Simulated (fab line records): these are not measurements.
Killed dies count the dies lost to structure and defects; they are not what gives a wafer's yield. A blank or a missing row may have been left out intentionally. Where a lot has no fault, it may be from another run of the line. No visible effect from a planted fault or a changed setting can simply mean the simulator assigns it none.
fab line records	flow n5-finfet
record: lots: 7	wafers: 21
route steps=1938 shown BEOL_M12@1608 BEOL_M14@1751 BEOL_M15@1801 MIM_BOT_ETCH@1866 TV_OPEN@1887
start-h: hours from the record's opening day to when the first of the lot's shown wafers began	wait-h: hours elapsed since this lot's preceding step	" same as the row above	L1.1+2: a single row standing in for several wafers	- either no value or no given start	* or withheld: withheld	< > ~ a bound
route shown NAME@n: a module of which the file shows steps, and the number in the route of the first	usual: the fault-free wafers' mean and standard deviation	same: alike in all rows	chamber/n: place in a boat	sites: the reading at each site	_std_site: how widely they spread, as a standard deviation	_edge_site: the outer-site mean with the inner-site mean subtracted	radius-mm: how far each site lies from the wafer's centre	mask NAME#n: copy n	behind: the last tool/chamber to shape the wafer	hold: cause of the lot's hold/its duration in hours/its outcome	device: transistor that didn't switch, given as n, p or np	end of line: the route-end tests of the same wafers	a step with no rows: only its recipe	killed: not the wafer's yield, but the dies lost to structure and defects at the first sort	map: dies across one wafer; x = killed, . = not, _ = none there
set.NAME: the setting the step ran with; set.NAME@STEP: the setting that earlier step ran with	model.NAME: the simulator's own value behind a step, which no gauge read
one table per step and one row per wafer, for lots whose settings were changed on purpose
== steps ==
step: N5_BEOL_M12_EXPOSE_07
recipe: mask-id: V11	na: 0.93	source-shape: conventional	sigma-outer: 0.6	polarization: unpolarized	attpsm-phase-deg: 180	dose-mj: 32.5
lot.wafer	tool	chamber	start-h	wait-h	mask	set.dose-mj
L077.3+4	krf-scanner-02	0	236.49	-	V11#0	32.5
L077.6	"	0	"	"	V11#0	34.9
L074.2+3+4	krf-scanner-01	0	237.92	-	V11#0	32.5
L080.1+3	krf-scanner-02	0	263.32	-	V11#0	34.88
L080.5	"	0	"	"	V11#0	32.5
L082.1+2+3	krf-scanner-01	0	270.25	-	V11#0	31.85
L087.2+5+6	krf-scanner-01	0	304.08	-	V11#0	32.5
L095.2+5	krf-scanner-02	0	367.13	-	V11#0	31.78
L095.4	"	0	"	"	V11#0	32.5
L096.2+4+6	krf-scanner-02	0	367.73	-	V11#0	32.5
step: N5_BEOL_M12_PEB_08
recipe: peb-temp-c: 130	peb-time-s: 90
step: N5_BEOL_M12_DEVELOP_09
recipe: develop-time-s: 45	rinse-liquid: diw	dry: air-spin	dev-temp-c: 21
step: N5_BEOL_M12_HARDBAKE_14
recipe: temp-c: 130	time-s: 120
step: N5_BEOL_M12_CD_MEAS_10
recipe: target-cd-nm: 140	landing-energy-ev: 500	detector: se-inlens	polarity: opening
usual: cd-nm: 140.5/1.3
lot.wafer	tool	chamber	start-h	wait-h	set.dose-mj@BEOL_M12_EXPOSE_07	cd-nm
L077.3	cd-sem-02	0	236.66	-	32.5	141.1
L077.4	"	0	"	"	32.5	141.3
L077.6	"	0	"	"	34.9	147.3
L074.2	cd-sem-02	0	238.09	-	32.5	139.6
L074.3	"	0	"	"	32.5	139.1
L074.4	"	0	"	"	32.5	139.1
L080.1	cd-sem-01	0	263.49	-	34.88	148.4
L080.3	"	0	"	"	34.88	148.3
L080.5	"	0	"	"	32.5	139.1
L082.1	cd-sem-01	0	270.42	-	31.85	139.6
L082.2	"	0	"	"	31.85	137.3
L082.3	"	0	"	"	31.85	137.6
L087.2	cd-sem-02	0	304.25	-	32.5	141.2
L087.5	"	0	"	"	32.5	140.7
L087.6	"	0	"	"	32.5	141.0
L095.2	cd-sem-01	0	367.30	-	31.78	137.4
L095.4	"	0	"	"	32.5	142.7
L095.5	"	0	"	"	31.78	137.9
L096.2	cd-sem-01	0	367.90	-	32.5	139.1
L096.4	"	0	"	"	32.5	138.7
L096.6	"	0	"	"	32.5	140.7
step: N5_BEOL_M12_DESCUM_15
recipe: chemistry: O2	time-s: 7.9	source-power-w: 50	bias-power-w: 20	pressure-mtorr: 20	rf-frequency-hz: 2.712e+07	temp-c: 40	o2-flow-sccm: 225
step: N5_BEOL_M12_ETCH_59
recipe: chemistry: N2/H2	target: BARC	target-depth-a: 890	overetch-a: 267	time-s: 67.9	ion-energy-ev: 200	pressure-mtorr: 30	source-w: 840	bias-w: 150	n2-flow-sccm: 200	h2-flow-sccm: 200
lot.wafer	tool	chamber	start-h	wait-h	set.spin-rpm@BEOL_M12_COAT_04	model.coat_of_BEOL_M12_COAT_04.thk-nm
L077.3	rie-diel-04	2	236.82	0.0	1625	318.2
L077.4	"	1	"	"	1625	318.6
L077.6	"	2	"	"	1514	330.8
L074.2	rie-diel-04	1	238.21	0.0	1625	317.8
L074.3	"	2	"	"	1625	317
L074.4	"	3	"	"	1625	316.4
L080.1	rie-diel-02	1	263.64	0.0	1625	317.6
L080.3	"	0	"	"	1625	317.8
L080.5	"	2	"	"	1625	316.6
L082.1	rie-diel-05	0	270.56	0.0	1625	319.2
L082.2	"	1	"	"	1625	319.8
L082.3	"	3	"	"	1625	317.8
L087.2	rie-diel-05	0	304.41	0.0	1542	331.6
L087.5	"	1	"	"	1625	319.4
L087.6	"	2	"	"	1625	320
L095.2	rie-diel-02	1	367.42	0.0	1504	331.8
L095.4	"	0	"	"	1504	335
L095.5	"	2	"	"	1625	319
L096.2	rie-diel-02	0	368.02	0.0	1625	319.2
L096.4	"	2	"	"	1503	333
L096.6	"	3	"	"	1625	318.4
step: N5_BEOL_M12_VIA_ETCH_16
recipe: chemistry: C4F8/O2/Ar	target: SiOC	pressure-mtorr: 30	source-w: 3000	bias-w: 700	Ar_flow_sccm: 400	C4F8_flow_sccm: 15	O2_flow_sccm: 8	he-inner-torr: 15	he-outer-torr: 30	target-depth-a: 7248	time-s: withheld	ion-energy-ev: 250	ends: cleared
step: N5_BEOL_M12_STRIP_63
recipe: chemistry: N2/H2	power-w: 1000	temp-c: 250	h2-frac: 0.65	overash-fraction: 0.3	pressure-mtorr: 1000	n2-flow-sccm: 1750	h2-flow-sccm: 3250
usual: strip-time-to-endpoint-s: 42.6/0.69
lot.wafer	tool	chamber	start-h	wait-h	set.spin-rpm@BEOL_M12_COAT_04	strip-time-to-endpoint-s
L077.3	plasma-asher-02	0	237.18	-	1625	43.5
L077.4	"	1	"	"	1625	42.4
L077.6	"	1	"	"	1514	45.7
L074.2	plasma-asher-01	0	238.46	-	1625	42.1
L074.3	"	0	"	"	1625	42.2
L074.4	"	1	"	"	1625	41.5
L080.1	plasma-asher-01	1	263.89	-	1625	42.5
L080.3	"	1	"	"	1625	43.3
L080.5	"	1	"	"	1625	41.2
L082.1	plasma-asher-01	0	270.81	-	1625	42.8
L082.2	"	1	"	"	1625	43.1
L082.3	"	0	"	"	1625	43.3
L087.2	plasma-asher-02	0	304.67	-	1542	46.3
L087.5	"	1	"	"	1625	42.7
L087.6	"	0	"	"	1625	42.7
L095.2	plasma-asher-01	0	367.67	-	1504	46.7
L095.4	"	1	"	"	1504	47.0
L095.5	"	0	"	"	1625	42.4
L096.2	plasma-asher-01	0	368.28	-	1625	43.4
L096.4	"	0	"	"	1503	46.2
L096.6	"	1	"	"	1625	41.5
step: N5_BEOL_M12_STRIP_64
recipe: chemistry: N2/H2	power-w: 1000	temp-c: 250	h2-frac: 0.65	overash-fraction: 0.3	pressure-mtorr: withheld	n2-flow-sccm: 1750	h2-flow-sccm: 3250
step: N5_BEOL_M12_STRIP_71
recipe: chemistry: post-etch-residue-remover	time-s: 60	temp-c: 25	remover-ph: withheld	remover-water-wt-pct: withheld	remover-fluoride-wt-pct: withheld
step: N5_BEOL_M12_SRD_72
recipe: time-s: 30	temp-c: 23	rinse-liquid: diw	dry: n2-spin	spin-rpm: 1500	dry-time-s: 30
step: N5_BEOL_M12_CD_MEAS_17
recipe: target-cd-nm: 140	polarity: opening
usual: cd-nm: 140.8/1.5
lot.wafer	tool	chamber	start-h	wait-h	set.dose-mj@BEOL_M12_EXPOSE_07	cd-nm
L077.3	cd-sem-01	-	237.42	0.0	32.5	141.2
L077.4	"	-	"	"	32.5	141.2
L077.6	"	-	"	"	34.9	147.7
L074.2	cd-sem-01	-	238.67	0.0	32.5	140.2
L074.3	"	-	"	"	32.5	139.6
L074.4	"	-	"	"	32.5	139.7
L080.1	cd-sem-01	-	264.10	0.0	34.88	151.3
L080.3	"	-	"	"	34.88	149.3
L080.5	"	-	"	"	32.5	139.9
L082.1	cd-sem-03	-	271.02	0.0	31.85	139.5
L082.2	"	-	"	"	31.85	137.7
L082.3	"	-	"	"	31.85	138.3
L087.2	cd-sem-03	-	304.88	0.0	32.5	141.6
L087.5	"	-	"	"	32.5	141.4
L087.6	"	-	"	"	32.5	141.1
L095.2	cd-sem-01	-	367.88	0.0	31.78	137.1
L095.4	"	-	"	"	32.5	142.5
L095.5	"	-	"	"	31.78	137.2
L096.2	cd-sem-02	-	368.48	0.0	32.5	139.5
L096.4	"	-	"	"	32.5	139.3
L096.6	"	-	"	"	32.5	139.8
step: N5_BEOL_M14_ETCH_68
recipe: chemistry: N2/H2	target: SOC	mask-material: SiARC	source-w: 3000	bias-w: 350	temp-c: 40	time-s: 450	ion-energy-ev: 200	pressure-mtorr: 30	n2-flow-sccm: 200	h2-flow-sccm: 200
lot.wafer	tool	chamber	start-h	wait-h	set.time-s	model.SiARC_of_BEOL_M14_COAT_66.thk-nm
L077.3	rie-diel-02	3	256.16	0.1	517.4	57.2
L077.4	"	1	"	"	450	64.6
L077.6	"	1	"	"	517.4	58
L074.2	rie-diel-04	0	256.69	0.1	450	66.4
L074.3	"	1	"	"	450	65.8
L074.4	"	2	"	"	450	64.4
L080.1	rie-diel-05	1	274.93	0.1	450	64.8
L080.3	"	2	"	"	487.9	62.4
L080.5	"	0	"	"	487.9	63
L082.1	rie-diel-04	1	284.04	0.1	450	65.6
L082.2	"	2	"	"	368.8	73
L082.3	"	3	"	"	450	64.8
L087.2	rie-diel-04	1	322.83	0.1	531.1	56.6
L087.5	"	0	"	"	450	64
L087.6	"	3	"	"	531.1	56
L095.2	rie-diel-05	2	379.94	0.1	450	66
L095.4	"	1	"	"	450	65.6
L095.5	"	0	"	"	450	66.8
L096.2	rie-diel-04	2	380.64	0.1	417.8	67.8
L096.4+6	"	3	"	"	450	64.6
step: N5_BEOL_M15_PEB_26
recipe: peb-temp-c: 130	peb-time-s: 90
lot.wafer	tool	chamber	start-h	wait-h	set.peb-temp-c
L077.3	litho-track-01	0	264.37	0.0	126.8
L077.4+6	"	0	"	"	130
L074.2+3+4	litho-track-02	0	266.32	0.0	130
L080.1+5	litho-track-03	0	284.05	0.1	127
L080.3	"	0	"	"	130
L082.1	litho-track-03	0	289.94	0.1	130
L082.2+3	"	0	"	"	132.8
L087.2	litho-track-01	0	329.18	0.0	133.5
L087.5+6	"	0	"	"	130
L095.2+4+5	litho-track-03	0	386.23	0.0	130
L096.2+4	litho-track-03	0	386.55	0.0	133.1
L096.6	"	0	"	"	130
step: N5_BEOL_M15_DEVELOP_27
recipe: develop-time-s: 45	rinse-liquid: diw	dry: air-spin	dev-temp-c: 21
step: N5_BEOL_M15_HARDBAKE_32
recipe: temp-c: 130	time-s: 120
step: N5_BEOL_M15_CD_MEAS_28
recipe: target-cd-nm: 407.6	landing-energy-ev: 500	detector: se-inlens
usual: cd-nm: 407.8/1.3
lot.wafer	tool	chamber	start-h	wait-h	set.peb-temp-c@BEOL_M15_PEB_26	cd-nm
L077.3	cd-sem-02	0	264.49	-	126.8	390.4
L077.4	"	0	"	"	130	407.0
L077.6	"	0	"	"	130	406.8
L074.2	cd-sem-03	0	266.44	-	130	407.9
L074.3	"	0	"	"	130	408.0
L074.4	"	0	"	"	130	408.0
L080.1	cd-sem-03	0	284.16	-	127	394.0
L080.3	"	0	"	"	130	409.5
L080.5	"	0	"	"	127	394.1
L082.1	cd-sem-03	0	290.05	-	130	408.2
L082.2	"	0	"	"	132.8	420.5
L082.3	"	0	"	"	132.8	417.8
L087.2	cd-sem-01	0	329.29	-	133.5	420.0
L087.5	"	0	"	"	130	406.5
L087.6	"	0	"	"	130	404.7
L095.2	cd-sem-03	0	386.35	-	130	409.3
L095.4	"	0	"	"	130	408.8
L095.5	"	0	"	"	130	408.8
L096.2	cd-sem-03	0	386.66	-	133.1	421.1
L096.4	"	0	"	"	133.1	421.5
L096.6	"	0	"	"	130	408.5
step: N5_BEOL_M15_DESCUM_33
recipe: chemistry: O2	time-s: 7.9	source-power-w: 50	bias-power-w: 20	pressure-mtorr: 20	rf-frequency-hz: 2.712e+07	temp-c: 40	o2-flow-sccm: 225
lot.wafer	tool	chamber	start-h	wait-h	set.peb-temp-c@BEOL_M15_PEB_26	model.BEOL_M15.cd-nm
L077.3	rie-diel-06	3	264.65	0.1	126.8	390.4
L077.4	"	1	"	"	130	406.8
L077.6	"	2	"	"	130	407.2
L074.2	rie-diel-03	0	266.68	0.2	130	408
L074.3	"	3	"	"	130	407.6
L074.4	"	3	"	"	130	407.8
L080.1	rie-diel-01	0	284.25	0.0	127	394
L080.3	"	3	"	"	130	409.2
L080.5	"	0	"	"	127	393.8
L082.1	rie-diel-06	0	290.14	0.0	130	407.8
L082.2	"	2	"	"	132.8	420.4
L082.3	"	1	"	"	132.8	418
L087.2	rie-diel-01	0	329.71	0.4	133.5	420
L087.5	"	2	"	"	130	406.6
L087.6	"	1	"	"	130	404.6
L095.2	rie-diel-06	0	386.44	0.0	130	409.4
L095.4	"	0	"	"	130	408.6
L095.5	"	1	"	"	130	409
L096.2	rie-diel-03	0	386.75	0.0	133.1	421.2
L096.4	"	2	"	"	133.1	421.6
L096.6	"	3	"	"	130	408.8
step: N5_BEOL_M15_ETCH_61
recipe: chemistry: N2/H2	target: BARC	target-depth-a: 890	overetch-a: 267	time-s: 67.9	ion-energy-ev: 200	pressure-mtorr: 30	source-w: 840	bias-w: 150	n2-flow-sccm: 200	h2-flow-sccm: 200
lot.wafer	tool	chamber	start-h	wait-h	set.peb-temp-c@BEOL_M15_PEB_26	model.BEOL_M15.cd-nm
L077.3	rie-diel-06	3	264.69	0.0	126.8	383.4
L077.4	"	1	"	"	130	399.6
L077.6	"	2	"	"	130	399.2
L074.2	rie-diel-03	0	266.72	0.0	130	399.2
L074.3+4	"	3	"	"	130	400.6
L080.1	rie-diel-01	0	284.29	0.0	127	385.2
L080.3	"	3	"	"	130	401.6
L080.5	"	0	"	"	127	385
L082.1	rie-diel-06	0	290.18	0.0	130	401
L082.2	"	2	"	"	132.8	412.8
L082.3	"	1	"	"	132.8	410.4
L087.2	rie-diel-01	0	329.74	0.0	133.5	411.4
L087.5	"	2	"	"	130	399
L087.6	"	1	"	"	130	397.8
L095.2	rie-diel-06	0	386.47	0.0	130	402.2
L095.4	"	0	"	"	130	401.6
L095.5	"	1	"	"	130	402
L096.2	rie-diel-03	0	386.79	0.0	133.1	413.8
L096.4	"	2	"	"	133.1	414.6
L096.6	"	3	"	"	130	402.2
step: N5_MIM_BOT_ETCH_ETCH_04
recipe: chemistry: CF4/O2	target: SiNx	target-depth-a: 260	time-s: 13	ion-energy-ev: 100	pressure-mtorr: 40	source-w: 535	bias-w: 49	Ar_flow_sccm: 100	cf4-flow-sccm: 100	O2_flow_sccm: 10
lot.wafer	tool	chamber	start-h	wait-h	set.time-s	model.etch.depth-nm
L077.3	rie-diel-05	2	276.00	0.0	13	26.12
L077.4	"	1	"	"	14.29	28.41
L077.6	"	3	"	"	14.29	28.48
L074.2	rie-diel-02	0	277.60	0.0	13	26.12
L074.3	"	3	"	"	13	26.15
L074.4	"	2	"	"	13	26.73
L080.1	rie-diel-04	0	293.73	0.0	13	26.12
L080.3	"	1	"	"	13	25.73
L080.5	"	3	"	"	13	26.84
L082.1	rie-diel-04	3	299.34	0.0	13.99	28.73
L082.2	"	2	"	"	13.99	28.21
L082.3	"	0	"	"	13	25.99
L087.2	rie-diel-02	0	337.04	0.0	14.36	28.78
L087.5	"	2	"	"	13	26.57
L087.6	"	3	"	"	14.36	28.75
L095.2	rie-diel-05	2	395.89	0.0	11.77	23.36
L095.4	"	0	"	"	13	24.92
L095.5	"	0	"	"	13	25.15
L096.2	rie-diel-05	2	400.35	0.0	10.48	20.5
L096.4	"	0	"	"	13	24.66
L096.6	"	0	"	"	13	24.71
step: N5_PASSIVATION_PASS_ETCH_74
recipe: chemistry: CF4/O2	target: SiNx	target-depth-a: 2200	time-s: 110	ion-energy-ev: 100	pressure-mtorr: 40	source-w: 535	bias-w: 49	Ar_flow_sccm: 100	cf4-flow-sccm: 100	O2_flow_sccm: 10
usual: rf-vpp-V: 241.3/2.1
lot.wafer	tool	chamber	start-h	wait-h	set.source-w	rf-vpp-V	model.etch.depth-nm	model.TV_OPEN.cd-offset-nm
L077.3	rie-diel-03	1	280.71	0.0	535	243.3	215.4	0.2
L077.4	"	2	"	"	535	244.2	218.9	0
L077.6	"	2	"	"	535	243.1	219.9	0.2
L074.2	rie-diel-06	3	280.87	0.0	535	241.8	223	-0.2
L074.3	"	1	"	"	535	240.9	224.4	-0.2
L074.4	"	2	"	"	535	235.2	213.7	0.4
L080.1	rie-diel-01	3	296.98	0.0	535	241.4	224.6	0
L080.3	"	1	"	"	502.9	245.3	216.9	0
L080.5	"	1	"	"	535	238.0	227.9	-0.6
L082.1	rie-diel-03	1	302.16	0.0	619.6	225.6	245	-1.4
L082.2	"	0	"	"	535	242.9	214.9	0.4
L082.3	"	2	"	"	535	243.5	217.3	0.2
L087.2	rie-diel-01	3	340.55	0.0	535	240.9	219.7	-0.2
L087.5	"	2	"	"	535	242.4	228.5	-0.2
L087.6	"	1	"	"	535	238.2	223.9	-0.4
L095.2	rie-diel-01	1	397.72	0.0	457.2	258.8	194.6	1.6
L095.4	"	2	"	"	457.2	263.9	198.2	1.2
L095.5	"	1	"	"	535	236.9	225.1	-0.2
L096.2	rie-diel-01	3	401.99	0.0	535	241.8	220.1	0.4
L096.4	"	1	"	"	535	237.7	222.5	0
L096.6	"	3	"	"	535	241.2	218.2	0.4
== key ==
split: step: N5_BEOL_M12_EXPOSE_07	setting: dose-mj	stated: 32.5	by: wafer
response: step: N5_BEOL_M12_CD_MEAS_10	reading: cd-nm	change: +1.09	per: 1%	r: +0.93
response: step: N5_BEOL_M12_CD_MEAS_17	reading: cd-nm	change: +1.2	per: 1%	r: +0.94
split: step: N5_BEOL_M14_ETCH_68	setting: time-s	stated: 450	by: wafer
response: step: N5_BEOL_M14_ETCH_68	reading: model.SiARC_of_BEOL_M14_COAT_66.thk-nm	change: -0.426	per: 1%	r: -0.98
split: step: N5_BEOL_M15_PEB_26	setting: peb-temp-c	stated: 130	by: wafer
response: step: N5_BEOL_M15_CD_MEAS_28	reading: cd-nm	change: +5.85	per: 1%	r: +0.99
response: step: N5_BEOL_M15_DESCUM_33	reading: model.BEOL_M15.cd-nm	change: +5.85	per: 1%	r: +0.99
response: step: N5_BEOL_M15_ETCH_61	reading: model.BEOL_M15.cd-nm	change: +5.66	per: 1%	r: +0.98
split: step: N5_MIM_BOT_ETCH_ETCH_04	setting: time-s	stated: 13	by: wafer
response: step: N5_MIM_BOT_ETCH_ETCH_04	reading: model.etch.depth-nm	change: +0.221	per: 1%	r: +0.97
split: step: N5_PASSIVATION_PASS_ETCH_74	setting: source-w	stated: 535	by: wafer
response: step: N5_PASSIVATION_PASS_ETCH_74	reading: rf-vpp-V	change: -1.34	per: 1%	r: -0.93
response: step: N5_PASSIVATION_PASS_ETCH_74	reading: model.etch.depth-nm	change: +1.87	per: 1%	r: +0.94
response: step: N5_PASSIVATION_PASS_ETCH_74	reading: model.TV_OPEN.cd-offset-nm	change: -0.104	per: 1%	r: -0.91
split outside-this-file step=N5_BEOL_M12_COAT_04 setting=spin-rpm
split outside-this-file: this setting was split too, and the file shows its column; the key of that split is in another file
